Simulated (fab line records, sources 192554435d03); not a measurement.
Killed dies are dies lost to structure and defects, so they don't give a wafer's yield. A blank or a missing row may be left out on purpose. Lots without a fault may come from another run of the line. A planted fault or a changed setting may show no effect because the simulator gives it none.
Problem report in the 8D (eight disciplines) form, filled by code | flow n5_finfet | the parts of the form that need people (team, actions taken, sign-off) are left out

1. THE PROBLEM
spin_speed_rpm at N5_BEOL_M2_COAT_61 reads a mean of 1811.4 rpm on 6 wafers of 2 lots; wafers without a fault read 1500.3 rpm with a standard deviation of 0.99. That is +99 or more standard deviations from the usual mean.
The step: time 60 s, resist thk 60 nm.
First seen on wafer L836.1, day 10 18:59, on litho_track-01. The record holds 33 wafers of 11 lots with a number at this step. Rule for "out", or "out of limits": more than 4 standard deviations from the usual mean. The other wafers with a number count as sound.

2. WHAT IT IS AND WHAT IT IS NOT
question                    | is                     | is not
which readings at this step | spin_speed_rpm         | -
which lots                  | L836, L837             | L822, L823, L824, L826, L832, L839, L841, L842, L843
which wafers of those lots  | all that have a number | -
read on which tools         | litho_track-01         | litho_track-02, litho_track-05
when                        | from day 10 18:59      | up to then (15 sound wafers); but 12 sound wafers of L839, L841, L842, L843 came after

3. SUSPECTS, AND WHAT RULES EACH OUT
Counting: a tool at a process step up to the reading stays a suspect if it ran every lot that is out and no sound lot after the first of them.
- rtp_anneal-02 at N5_BEOL_M1_ANNEAL_51 (time 90 s): ruled out as a lasting fault. Sound lots L841, L842 ran on it after its first lot that is out, L836 (day 10 14:07).
- litho_track-01 at N5_BEOL_M2_COAT_61 (time 60 s, resist thk 60 nm): kept. It ran every lot that is out, first L836 (day 10 18:59), and no sound lot after that; its last sound lot up to then is L826 (day 7 23:26). Its own readings are out on those wafers: spin_speed_rpm.
Left after counting: litho_track-01 at N5_BEOL_M2_COAT_61.

4. THE CAUSE (what the simulator had put in)
Process parameter drift: litho_track-01, from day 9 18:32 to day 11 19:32, at N5_BEOL_M2_COAT_61. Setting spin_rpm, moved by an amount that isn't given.
Counting left only this tool.

5. THE CHAIN OF EFFECTS, in route order
Each row: a reading whose mean over the struck wafers that have a number lies more than 3 standard deviations from the usual. Only readings for which the record gives a usual standard deviation are gone through. hours: the time from each lot's start at the first step in this table that gives one to its start at this step, as a median over the lots. sigmas: the change in usual standard deviations.
hours | step               | reading        | usual      | on struck wafers | change | sigmas
0     | N5_BEOL_M2_COAT_61 | spin_speed_rpm | 1500.3 rpm | 1811.4           | +311.1 | +99 or more
The process steps in it:
- N5_BEOL_M2_COAT_61: time 60 s, resist thk 60 nm.
Later measuring or inspecting steps at which every struck wafer that the step has a row for has a number for every such reading, and none has moved that far: N5_BEOL_M4_RC_MEAS_101.

6. WHAT WOULD HAVE CAUGHT IT SOONER
In this record the first reading out of limits was taken at day 10 18:59, 24 hours after the fault began at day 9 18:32.
